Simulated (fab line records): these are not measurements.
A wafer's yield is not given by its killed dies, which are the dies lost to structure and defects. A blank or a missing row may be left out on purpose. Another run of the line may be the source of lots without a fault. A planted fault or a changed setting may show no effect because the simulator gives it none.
fab line records	flow n5-finfet
record: lots: 7	wafers: 21
route steps=1938 shown FIN_SAQP@94 FIN_CUT@173 SD_EPI_N@275 SD_EPI_P@321 SD_ACTIVATION@330 HKMG_FIN@391 MOL_CONTACT_COAG@559
start-h: hours from the record's opening day to when the first of the lot's shown wafers began	wait-h: hours since the lot's step before	" unchanged from the row above	L1.1+2: one row covering several wafers at once	- no value present, or no start provided	* or withheld: withheld	< > ~ a bound
route shown NAME@n: names a module that has steps shown in the file, with the first one's number in the route	usual: average and standard deviation across the fault-free wafers	same: alike in all rows	chamber/n: place in a boat	sites: each site's reading	_std_site: how widely they spread, as a standard deviation	_edge_site: the outer-site mean with the inner-site mean subtracted	radius-mm: for every site, how far away it sits from the centre of the wafer	mask NAME#n: copy n	behind: the last tool/chamber to shape the wafer	hold: why the lot was held/for how many hours/how that ended	device: the n, p or np transistor that did not switch	end of line: the route-end tests of the same wafers	where a step has no rows: the recipe by itself	killed: count of dies lost to structure and defects at first sort (not the wafer's yield)	map: per-die view of a wafer (x killed, . not killed, _ where there is no die)
set.NAME: the run value of the setting; set.NAME@STEP: its run value at that earlier step	model.NAME: the simulator's own value behind a step, which no gauge read
lots where settings were altered on purpose, with a table for each step and a row for each wafer
== steps ==
step: N5_FIN_SAQP_ALD_61
recipe: material: SiO2	target-thk-a: 40	temp-c: 300	ald-precursor-family: BDEAS	ald-co-reactant: O2-plasma	pulse-time-s: 1	purge-time-s: 2	co-reactant-purge-time-s: 2	ald-cycles: 43	pressure-torr: 2
lot.wafer	tool	chamber	start-h	wait-h	set.ald-cycles	model.SiO2_of_FIN_SAQP_ALD_61.thk-nm
L075.2	ald-sin-04	2	26.27	0.0	38	3.512
L075.3	"	3	"	"	38	3.577
L075.5	"	3	"	"	38	3.543
L080.1	ald-sin-03	1	56.58	0.5	43	3.988
L080.3	"	0	"	"	43	3.987
L080.5	"	0	"	"	43	3.993
L084.1	ald-sin-03	3	81.49	1.0	43	4.007
L084.4	"	0	"	"	43	3.969
L084.5	"	0	"	"	40	3.678
L091.1	ald-sin-01	3	122.61	0.0	43	4.005
L091.3	"	0	"	"	43	4.039
L091.5	"	3	"	"	43	4.009
L095.2	ald-sin-01	2	147.20	0.3	48	4.454
L095.3	"	3	"	"	43	4
L095.4	"	0	"	"	43	4.063
L096.1	ald-sin-03	2	153.20	0.0	43	3.998
L096.4	"	0	"	"	41	3.785
L096.5	"	0	"	"	41	3.813
L097.1	ald-sin-01	2	158.52	0.0	43	3.959
L097.2	"	3	"	"	43	4.008
L097.6	"	0	"	"	43	4.05
step: N5_FIN_SAQP_PECVD_06
recipe: material: a-Si	target-thk-a: 600	temp-c: 400	precursor: SiH4/He	pressure-torr: 3	rf-w: 100	time-s: 48.1
lot.wafer	tool	chamber	start-h	wait-h	set.time-s	model.a-Si_of_FIN_SAQP_PECVD_06.thk-nm
L075.2	pecvd-02	1	26.93	0.0	45.82	56.43
L075.3	"	2	"	"	45.82	56.03
L075.5	"	2	"	"	48.1	60.01
L080.1	pecvd-04	1	57.20	0.0	48.1	60.28
L080.3	"	2	"	"	48.1	59.89
L080.5	"	1	"	"	48.1	61.39
L084.1	pecvd-02	1	82.18	0.0	48.1	58.88
L084.4	"	1	"	"	48.1	59.02
L084.5	"	1	"	"	51.38	64.04
L091.1	pecvd-02	0	123.40	0.0	48.1	59.07
L091.3	"	1	"	"	48.1	59.99
L091.5	"	0	"	"	45.25	55.67
L095.2	pecvd-01	2	147.86	0.0	48.1	60.61
L095.3	"	0	"	"	48.1	59.36
L095.4	"	2	"	"	51.96	65.83
L096.1	pecvd-01	2	153.82	0.0	54.3	68.79
L096.4	"	0	"	"	48.1	61.21
L096.5	"	2	"	"	48.1	62.7
L097.1	pecvd-02	0	159.15	0.0	53.08	65.25
L097.2	"	1	"	"	53.08	65.61
L097.6	"	1	"	"	48.1	61.34
step: N5_FIN_SAQP_THK_MEAS_07
usual: thk-nm: 60.0/0.94
lot.wafer	tool	chamber	start-h	wait-h	set.time-s@FIN_SAQP_PECVD_06	thk-nm
L075.2	film-metro-02	-	27.02	0.1	45.82	56.4
L075.3	"	-	"	"	45.82	56.0
L075.5	"	-	"	"	48.1	60.0
L080.1	film-metro-01	-	57.29	0.1	48.1	60.3
L080.3	"	-	"	"	48.1	59.9
L080.5	"	-	"	"	48.1	61.4
L084.1	film-metro-01	-	82.30	0.1	48.1	58.8
L084.4	"	-	"	"	48.1	59.0
L084.5	"	-	"	"	51.38	64.0
L091.1	film-metro-01	-	123.49	0.1	48.1	59.1
L091.3	"	-	"	"	48.1	60.0
L091.5	"	-	"	"	45.25	55.7
L095.2	film-metro-02	-	147.95	0.1	48.1	60.6
L095.3	"	-	"	"	48.1	59.4
L095.4	"	-	"	"	51.96	65.8
L096.1	film-metro-01	-	153.91	0.1	54.3	68.8
L096.4	"	-	"	"	48.1	61.2
L096.5	"	-	"	"	48.1	62.7
L097.1	film-metro-01	-	159.24	0.1	53.08	65.3
L097.2	"	-	"	"	53.08	65.6
L097.6	"	-	"	"	48.1	61.4
step: N5_FIN_SAQP_HM_DEP_72
recipe: material: SiO2	target-thk-a: 120	temp-c: 400	precursor: SiH4/N2O	pressure-torr: 0.75	rf-w: 275	time-s: 7.2
step: N5_FIN_SAQP_COAT_49
recipe: resist: SOC	temp-c: 250	time-s: 60	spin-rpm: 1500	resist-thk-nm: 100
step: N5_FIN_SAQP_HM_OPEN_73
recipe: chemistry: CHF3/O2	target: SiO2	stop-on: a-Si	target-depth-a: 120	over-etch-frac: 1.8	mask-material: SOC	time-s: 16.8	pressure-mtorr: 30	source-w: 650	bias-w: 170	Ar_flow_sccm: 200	CHF3_flow_sccm: 50	O2_flow_sccm: 5	ion-energy-ev: 200	ends: end-point
step: N5_FIN_SAQP_STRIP_74
recipe: chemistry: CHF3/O2	resist: SiARC	rf-frequency-hz: 6e+07
step: N5_FIN_SAQP_MANDREL_ETCH_22
recipe: target-depth-a: 600	chemistry: HBr/Cl2	target: a-Si	stop-on: SiNx	bt-time-s: 10	over-etch-frac: 0.5	time-s: 30	pressure-mtorr: 10	icp-w: 800	bias-w: 75	HBr_flow_sccm: 150	Cl2_flow_sccm: 80	ends: end-point
lot.wafer	tool	chamber	start-h	wait-h	set.time-s@FIN_SAQP_PECVD_06	model.etch.depth-nm
L075.2	rie-si-01	1	27.88	0.0	45.82	56.37
L075.3	"	0	"	"	45.82	56.03
L075.5	"	1	"	"	48.1	60.01
L080.1	rie-si-02	2	58.16	0.0	48.1	60.28
L080.3	"	0	"	"	48.1	59.88
L080.5	"	0	"	"	48.1	61.19
L084.1	rie-si-01	3	83.62	0.0	48.1	58.88
L084.4	"	1	"	"	48.1	59
L084.5	"	3	"	"	51.38	64.04
L091.1	rie-si-02	2	124.35	0.0	48.1	59.07
L091.3	"	0	"	"	48.1	59.98
L091.5	"	0	"	"	45.25	55.67
L095.2	rie-si-02	3	149.01	0.0	48.1	60.61
L095.3	"	1	"	"	48.1	59.36
L095.4	"	0	"	"	51.96	65.73
L096.1	rie-si-02	1	154.77	0.0	54.3	68.79
L096.4	"	2	"	"	48.1	61.11
L096.5	"	3	"	"	48.1	62.7
L097.1	rie-si-02	2	160.28	0.0	53.08	65.25
L097.2	"	3	"	"	53.08	65.61
L097.6	"	2	"	"	48.1	61.34
step: N5_FIN_CUT_CUT_ETCH_26
recipe: chemistry: CH3F/O2	target: SiNx	target-depth-a: 390	mask-material: SOC	time-s: 55.7	pressure-mtorr: 30	source-w: 395	bias-w: 73	Ar_flow_sccm: 150	CH3F_flow_sccm: 30	O2_flow_sccm: 20	ion-energy-ev: 120
lot.wafer	tool	chamber	start-h	wait-h	set.time-s	model.etch.depth-nm	model.SOC_of_FIN_CUT_COAT_18.thk-nm
L075.2	rie-diel-03	1	33.08	0.0	45.44	31.98	214.6
L075.3	"	0	"	"	45.44	31.47	215
L075.5	"	2	"	"	55.7	39.19	210.2
L080.1	rie-diel-06	1	62.90	0.0	55.7	38.77	211.8
L080.3	"	2	"	"	55.7	38.42	212.8
L080.5	"	1	"	"	55.7	38.7	211
L084.1	rie-diel-03	0	90.75	0.0	59.72	41.38	210
L084.4	"	1	"	"	55.7	39.77	210.6
L084.5	"	0	"	"	59.72	41.54	209.6
L091.1	rie-diel-06	2	129.19	0.0	55.7	38.33	211.8
L091.3	"	3	"	"	68.08	47.38	207.4
L091.5	"	0	"	"	55.7	37.75	212
L095.2	rie-diel-06	1	154.13	0.0	55.7	39.16	210.2
L095.3	"	2	"	"	55.7	38.41	210.4
L095.4	"	1	"	"	45.93	32.12	213.8
L096.1	rie-diel-06	3	159.98	0.0	55.7	38.39	211
L096.4	"	1	"	"	55.7	38.97	210.4
L096.5	"	2	"	"	55.7	38.15	211.4
L097.1	rie-diel-02	3	165.90	0.0	55.7	38.85	210.2
L097.2	"	1	"	"	55.7	39.18	210.2
L097.6	"	2	"	"	55.7	37.81	211.2
step: N5_FIN_CUT_CUT_ETCH_27
recipe: chemistry: CHF3/O2	target: SiO2	target-depth-a: 40	mask-material: SOC	overetch-a: 20	time-s: 4.9	pressure-mtorr: 30	source-w: 650	bias-w: 170	Ar_flow_sccm: 200	CHF3_flow_sccm: 50	O2_flow_sccm: 5	ion-energy-ev: 200
step: N5_FIN_CUT_PRECLEAN_35
recipe: time-s: 13.3	temp-c: 45	pressure-torr: 125	p-hf-torr: 3	p-coreactant-torr: 25	chemistry: vHF
step: N5_FIN_CUT_CUT_ETCH_15
recipe: chemistry: HBr/Cl2/O2	target: Si	target-depth-a: 1000	bt-time-s: 10	mask-material: SOC	time-s: 42.4	ion-energy-ev: *	bias-w: *	pressure-mtorr: 10	icp-w: 800	HBr_flow_sccm: 150	Cl2_flow_sccm: 80	O2_flow_sccm: 12
lot.wafer	tool	chamber	start-h	wait-h	set.time-s@FIN_CUT_CUT_ETCH_26	model.SOC_of_FIN_CUT_COAT_18.thk-nm
L075.2	rie-si-04	0	33.27	0.1	45.44	173
L075.3	"	1	"	"	45.44	173.6
L075.5	"	3	"	"	55.7	167
L080.1	rie-si-05	0	63.09	0.1	55.7	170.4
L080.3	"	2	"	"	55.7	171.4
L080.5	"	1	"	"	55.7	169
L084.1	rie-si-05	2	90.94	0.1	59.72	169
L084.4	"	0	"	"	55.7	169.8
L084.5	"	0	"	"	59.72	168.8
L091.1	rie-si-06	0	129.39	0.1	55.7	172.4
L091.3	"	3	"	"	68.08	166.4
L091.5	"	1	"	"	55.7	172.2
L095.2+3	rie-si-05	2,3	154.33	0.1	55.7	169
L095.4	"	1	"	"	45.93	172.6
L096.1	rie-si-04	0	160.18	0.1	55.7	169.8
L096.4	"	2	"	"	55.7	168.8
L096.5	"	0	"	"	55.7	170.2
L097.1	rie-si-04	1	166.10	0.1	55.7	169
L097.2	"	0	"	"	55.7	168.6
L097.6	"	1	"	"	55.7	170.2
step: N5_FIN_CUT_CUT_ETCH_28
recipe: chemistry: HBr/Cl2/O2	target: Si	target-depth-a: 60	mask-material: SOC	time-s: 2.4	ion-energy-ev: *	bias-w: *	pressure-mtorr: 10	icp-w: 800	HBr_flow_sccm: 150	Cl2_flow_sccm: 80	O2_flow_sccm: 12
lot.wafer	tool	chamber	start-h	wait-h	set.time-s@FIN_CUT_CUT_ETCH_26	model.SOC_of_FIN_CUT_COAT_18.thk-nm
L075.2	rie-si-04	0	33.33	0.0	45.44	171.4
L075.3	"	1	"	"	45.44	172
L075.5	"	3	"	"	55.7	165.2
L080.1	rie-si-05	0	63.14	0.0	55.7	168.6
L080.3	"	2	"	"	55.7	169.6
L080.5	"	1	"	"	55.7	167.4
L084.1	rie-si-05	2	91.00	0.0	59.72	167.2
L084.4	"	0	"	"	55.7	168
L084.5	"	0	"	"	59.72	167
L091.1	rie-si-06	0	129.44	0.0	55.7	170.8
L091.3	"	3	"	"	68.08	164.6
L091.5	"	1	"	"	55.7	170.6
L095.2+3	rie-si-05	2,3	154.38	0.0	55.7	167.2
L095.4	"	1	"	"	45.93	171
L096.1	rie-si-04	0	160.24	0.0	55.7	168.2
L096.4	"	2	"	"	55.7	167
L096.5	"	0	"	"	55.7	168.4
L097.1	rie-si-04	1	166.15	0.0	55.7	167.2
L097.2	"	0	"	"	55.7	166.8
L097.6	"	1	"	"	55.7	168.4
step: N5_SD_EPI_N_ETCH_35
recipe: chemistry: N2/H2	target: SOC	overetch-a: 1080	mask-material: SiARC	temp-c: 40	ion-energy-ev: 100	source-w: 3000	bias-w: 133	pressure-mtorr: 20	time-s: 486	n2-flow-sccm: 200	h2-flow-sccm: 200
lot.wafer	tool	chamber	start-h	wait-h	set.time-s	model.SiARC_of_SD_EPI_N_COAT_33.thk-nm
L075.2+5	rie-diel-01	1,2	54.61	0.0	423.9	21.4
L075.3	"	0	"	"	423.9	21.8
L080.1	rie-diel-05	1	88.46	0.0	486	20.2
L080.3	"	2	"	"	486	20
L080.5	"	0	"	"	486	19.2
L084.1	rie-diel-04	1	116.50	0.0	456	20.8
L084.4	"	3	"	"	486	18.6
L084.5	"	1	"	"	486	19.8
L091.1	rie-diel-04	2	150.31	0.0	486	19.4
L091.3	"	3	"	"	486	18.8
L091.5	"	2	"	"	391.9	22.4
L095.2	rie-diel-05	2	179.93	0.0	486	20.2
L095.3	"	3	"	"	486	19.2
L095.4	"	0	"	"	486	19.6
L096.1	rie-diel-05	2	181.14	0.0	540.9	18.6
L096.4	"	0	"	"	540.9	17.8
L096.5	"	2	"	"	486	20.2
L097.1	rie-diel-04	2	189.07	0.0	486	19.6
L097.2+6	"	0	"	"	534.7	18.8
step: N5_SD_EPI_P_EPI_21
recipe: material: SiGe:B	dopant: B	temp-c: 550	pressure-torr: 20	ambient: H2	time-s: 355
lot.wafer	tool	chamber	start-h	wait-h	set.time-s	model.SiGe-B_of_SD_EPI_P_EPI_21.thk-nm
L075.2+3	epi-rpcvd-02	0	60.54	0.5	355	61
L075.5	"	0	61.62	1.5	355	60.2
L080.1	epi-rpcvd-01	0	94.49	0.2	355	61.6
L080.3	"	0	"	"	355	61
L080.5	"	0	"	"	355	60.6
L084.1	epi-rpcvd-02	0	122.38	0.3	355	60.4
L084.4	"	0	123.46	1.3	355	60.2
L084.5	"	0	"	"	423.7	68
L091.1	epi-rpcvd-04	0	156.82	0.1	355	61.6
L091.3	"	0	"	"	355	60.8
L091.5	"	0	"	"	355	61
L095.2	epi-rpcvd-04	0	186.04	0.5	383.1	64.8
L095.3	"	0	"	"	355	61.4
L095.4	"	0	"	"	355	60.8
L096.1+5	epi-rpcvd-02	0	187.13	0.1	355	61.4
L096.4	"	0	188.21	1.1	374.2	63.6
L097.1+2	epi-rpcvd-01	0	195.60	0.1	355	60.6
L097.6	"	0	197.40	1.8	355	60.2
step: N5_SD_EPI_P_EPI_MEAS_23
recipe: mode: xrd
usual: thk-nm: 61.1/1.2
lot.wafer	tool	chamber	start-h	wait-h	set.time-s@SD_EPI_P_EPI_21	thk-nm
L075.2	film-metro-02	-	62.38	1.5	355	60.9
L075.3	"	-	"	"	355	61.8
L075.5	"	-	"	"	355	61.0
L080.1	film-metro-02	-	97.41	2.4	355	61.4
L080.3	"	-	"	"	355	60.6
L080.5	"	-	"	"	355	61.0
L084.1	film-metro-02	-	124.58	1.8	355	60.0
L084.4	"	-	"	"	355	59.9
L084.5	"	-	"	"	423.7	66.2
L091.1	film-metro-02	-	159.02	1.8	355	62.2
L091.3	"	-	"	"	355	61.9
L091.5	"	-	"	"	355	59.4
L095.2	film-metro-01	-	187.87	1.5	383.1	65.2
L095.3	"	-	"	"	355	62.3
L095.4	"	-	"	"	355	62.4
L096.1	film-metro-01	-	189.34	1.8	355	62.5
L096.4	"	-	"	"	374.2	64.4
L096.5	"	-	"	"	355	61.1
L097.1	film-metro-02	-	197.79	1.8	355	59.9
L097.2	"	-	"	"	355	61.0
L097.6	"	-	"	"	355	59.3
step: N5_SD_EPI_P_HM_STRIP_48
recipe: chemistry: H3PO4	temp-c: 160	material: SiNx	target: SiNx	target-depth-a: 30	overetch-fraction: 0.3
step: N5_SD_EPI_P_SRD_49
recipe: dry: ipa-marangoni	time-s: 30	temp-c: 23	rinse-liquid: diw
step: N5_SD_ACTIVATION_RTA_00
recipe: temp-c: 975	time-s: 0	ambient: N2	idle-temp-c: 600	ramp-up-c-per-s: 150	ramp-down-c-per-s: 60	cool-to-c: 600
step: N5_SD_ACTIVATION_LSA_01
recipe: temp-c: 1080	time-s: 0.0008	ambient: N2
step: N5_SD_ACTIVATION_RS_MEAS_03
recipe: thk-meas-gauge: four-point-probe
usual: RS_SD_N: 21.82/0.27	RS_SD_P: 56.0/0.78
lot.wafer	tool	chamber	start-h	wait-h	set.time-s@SD_EPI_P_EPI_21	RS_SD_N[ohm/sq]	RS_SD_P[ohm/sq]
L075.2	film-metro-02	-	63.00	0.2	355	22.15	56.0
L075.3	"	-	"	"	355	22.19	55.7
L075.5	"	-	"	"	355	21.54	56.8
L080.1	film-metro-01	-	98.20	0.2	355	22.00	55.7
L080.3	"	-	"	"	355	21.81	56.0
L080.5	"	-	"	"	355	22.20	56.2
L084.1	film-metro-01	-	125.20	0.2	355	21.53	57.1
L084.4	"	-	"	"	355	21.57	56.7
L084.5	"	-	"	"	423.7	21.89	50.2
L091.1	film-metro-02	-	159.62	0.2	355	21.60	55.2
L091.3	"	-	"	"	355	21.37	55.3
L091.5	"	-	"	"	355	21.60	55.7
L095.2	film-metro-01	-	188.50	0.2	383.1	21.68	53.5
L095.3	"	-	"	"	355	21.86	56.3
L095.4	"	-	"	"	355	21.84	56.9
L096.1	film-metro-01	-	189.95	0.2	355	21.76	56.5
L096.4	"	-	"	"	374.2	22.00	54.3
L096.5	"	-	"	"	355	21.87	55.8
L097.1	film-metro-02	-	198.50	0.2	355	21.55	56.8
L097.2	"	-	"	"	355	21.79	57.1
L097.6	"	-	"	"	355	21.88	56.9
step: N5_HKMG_FIN_COAT_42
recipe: resist: SiARC	temp-c: 220	time-s: 60	spin-rpm: 1500	resist-thk-nm: 35
lot.wafer	tool	chamber	start-h	wait-h	set.spin-rpm	model.SiARC_of_HKMG_FIN_COAT_42.thk-nm
L075.2+3	litho-track-03	0	-	-	1368	36.6
L075.5	"	0	"	"	1500	35
L080.1+3+5	litho-track-04	0	-	-	1500	35
L084.1+5	litho-track-03	0	-	-	1397	36.2
L084.4	"	0	"	"	1500	35
L091.1	litho-track-03	0	-	-	1500	35
L091.3+5	"	0	"	"	1552	34.4
L095.2+3+4	litho-track-04	0	-	-	1500	35
L096.1	litho-track-04	0	-	-	1500	34.8
L096.4	"	0	"	"	1571	34.4
L096.5	"	0	"	"	1571	34.2
L097.1+2	litho-track-05	0	-	-	1500	34.8
L097.6	"	0	"	"	1500	35
step: N5_HKMG_FIN_DEVELOP_48
recipe: develop-time-s: 30	developer: TMAH	resist: CAR-ArF	rinse-liquid: diw	dry: air-spin	dev-temp-c: 23
lot.wafer	tool	chamber	start-h	wait-h	set.develop-time-s
L075.2	litho-track-03	0	-	-	30
L075.3+5	"	0	"	"	36.47
L080.1+3+5	litho-track-05	0	-	-	30
L084.1+4	litho-track-05	0	-	-	25.14
L084.5	"	0	"	"	30
L091.1+3+5	litho-track-03	0	-	-	30
L095.2	litho-track-05	0	-	-	30
L095.3+4	"	0	"	"	34.8
L096.1+4+5	litho-track-05	0	-	-	30
L097.1+2+6	litho-track-03	0	-	-	30
step: N5_HKMG_FIN_DESCUM_53
recipe: chemistry: O2	time-s: 7.9	source-power-w: 50	bias-power-w: 20	pressure-mtorr: 20	rf-frequency-hz: 2.712e+07	temp-c: 40	resist: CAR-ArF	o2-flow-sccm: 225
step: N5_HKMG_FIN_ETCH_54
recipe: chemistry: CF4	target: SiARC	target-depth-a: 455	mask-material: CAR-ArF	time-s: 75.8	ion-energy-ev: 80	pressure-mtorr: 40	source-w: 545	bias-w: 36	Ar_flow_sccm: 100	cf4-flow-sccm: 100	ends: cleared
lot.wafer	tool	chamber	start-h	wait-h	set.spin-rpm@HKMG_FIN_COAT_42	model.etch.depth-nm	model.CAR-ArF_of_HKMG_FIN_COAT_43.thk-nm
L075.2	rie-diel-05	2	79.58	0.0	1368	36.69	49.2
L075.3	"	1	"	"	1368	36.7	49.4
L075.5	"	3	"	"	1500	35.06	50.2
L080.1	rie-diel-05	2	111.04	0.0	1500	34.96	51
L080.3	"	1	"	"	1500	34.93	50.8
L080.5	"	1	"	"	1500	34.96	50.8
L084.1	rie-diel-05	0	139.22	0.0	1397	36.25	50
L084.4	"	0	"	"	1500	34.94	51.4
L084.5	"	3	"	"	1397	36.26	50
L091.1	rie-diel-05	0	172.74	0.0	1500	35.02	50.8
L091.3	"	1	"	"	1552	34.5	51.8
L091.5	"	3	"	"	1552	34.41	51.6
L095.2	rie-diel-01	1	201.82	0.0	1500	34.95	51.4
L095.3	"	0	"	"	1500	35.05	50.8
L095.4	"	2	"	"	1500	34.94	50.8
L096.1	rie-diel-01	2	203.03	0.0	1500	34.9	50.8
L096.4	"	1	"	"	1571	34.32	52
L096.5	"	1	"	"	1571	34.16	52
L097.1	rie-diel-05	0	214.29	0.0	1500	34.86	50.4
L097.2	"	1	"	"	1500	34.73	51
L097.6	"	2	"	"	1500	34.96	50.6
step: N5_MOL_CONTACT_COAG_ALD_27
recipe: material: SiOC	target-thk-a: 170	temp-c: 400	ald-precursor-family: carbosiloxane	ald-co-reactant: H2-plasma	pulse-time-s: 1.5	time-s: 2720	purge-time-s: 2	co-reactant-purge-time-s: 2	ald-cycles: 340	pressure-torr: 2
lot.wafer	tool	chamber	start-h	wait-h	set.time-s	model.SiOC_of_MOL_CONTACT_COAG_ALD_27.thk-nm
L075.2	ald-sin-01	3	110.51	0.0	2720	17
L075.3	"	0	"	"	2313	14.2
L075.5	"	0	"	"	2313	14.4
L080.1	ald-sin-01	1	136.24	0.3	2720	16.8
L080.3+5	"	2,0	"	"	2720	17
L084.1	ald-sin-04	2	161.87	0.0	3245	17
L084.4	"	0	"	"	2720	16.8
L084.5	"	2	"	"	2720	17
L091.1	ald-sin-01	1	196.51	0.0	2720	16.8
L091.3+5	"	3,2	"	"	2720	17
L095.2	ald-sin-01	2	224.33	0.0	2720	16.8
L095.3	"	1	"	"	2932	16.8
L095.4	"	0	"	"	2720	17
L096.1+4	ald-sin-01	3,1	227.50	0.0	2262	14
L096.5	"	3	"	"	2720	17
L097.1+2+6	ald-sin-01	2,1,0	237.11	0.0	2720	17
== key ==
split: step: N5_FIN_SAQP_ALD_61	setting: ald-cycles	stated: 43	by: wafer
response: step: N5_FIN_SAQP_ALD_61	reading: model.SiO2_of_FIN_SAQP_ALD_61.thk-nm	change: +0.0389	per: 1%	r: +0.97
split: step: N5_FIN_SAQP_PECVD_06	setting: time-s	stated: 48.1	by: wafer
response: step: N5_FIN_SAQP_PECVD_06	reading: model.a-Si_of_FIN_SAQP_PECVD_06.thk-nm	change: +0.572	per: 1%	r: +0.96
response: step: N5_FIN_SAQP_THK_MEAS_07	reading: thk-nm	change: *	per: 1%	r: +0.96
response: step: N5_FIN_SAQP_MANDREL_ETCH_22	reading: model.etch.depth-nm	change: +0.572	per: 1%	r: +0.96
split: step: N5_FIN_CUT_CUT_ETCH_26	setting: time-s	stated: 55.7	by: wafer
response: step: N5_FIN_CUT_CUT_ETCH_26	reading: model.etch.depth-nm	change: +0.397	per: 1%	r: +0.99
response: step: N5_FIN_CUT_CUT_ETCH_26	reading: model.SOC_of_FIN_CUT_COAT_18.thk-nm	change: -0.211	per: 1%	r: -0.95
response: step: N5_FIN_CUT_CUT_ETCH_15	reading: model.SOC_of_FIN_CUT_COAT_18.thk-nm	change: -0.266	per: 1%	r: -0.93
response: step: N5_FIN_CUT_CUT_ETCH_28	reading: model.SOC_of_FIN_CUT_COAT_18.thk-nm	change: -0.275	per: 1%	r: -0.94
split: step: N5_SD_EPI_N_ETCH_35	setting: time-s	stated: 486	by: wafer
response: step: N5_SD_EPI_N_ETCH_35	reading: model.SiARC_of_SD_EPI_N_COAT_33.thk-nm	change: -0.163	per: 1%	r: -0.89
split: step: N5_SD_EPI_P_EPI_21	setting: time-s	stated: 355	by: wafer
response: step: N5_SD_EPI_P_EPI_21	reading: model.SiGe-B_of_SD_EPI_P_EPI_21.thk-nm	change: +0.408	per: 1%	r: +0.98
response: step: N5_SD_EPI_P_EPI_MEAS_23	reading: thk-nm	change: *	per: 1%	r: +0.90
response: step: N5_SD_ACTIVATION_RS_MEAS_03	reading: RS_SD_P	change: -0.352	per: 1%	r: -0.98
split: step: N5_HKMG_FIN_COAT_42	setting: spin-rpm	stated: 1500	by: wafer
response: step: N5_HKMG_FIN_COAT_42	reading: model.SiARC_of_HKMG_FIN_COAT_42.thk-nm	change: -0.168	per: 1%	r: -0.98
response: step: N5_HKMG_FIN_ETCH_54	reading: model.etch.depth-nm	change: -0.179	per: 1%	r: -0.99
response: step: N5_HKMG_FIN_ETCH_54	reading: model.CAR-ArF_of_HKMG_FIN_COAT_43.thk-nm	change: +0.166	per: 1%	r: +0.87
split: step: N5_HKMG_FIN_DEVELOP_48	setting: develop-time-s	stated: 30	by: wafer
response none clear
split: step: N5_MOL_CONTACT_COAG_ALD_27	setting: time-s	stated: 2720	by: wafer
response: step: N5_MOL_CONTACT_COAG_ALD_27	reading: model.SiOC_of_MOL_CONTACT_COAG_ALD_27.thk-nm	shape: bent	at-lowest: 14	at-stated: 16.95	at-highest: 17
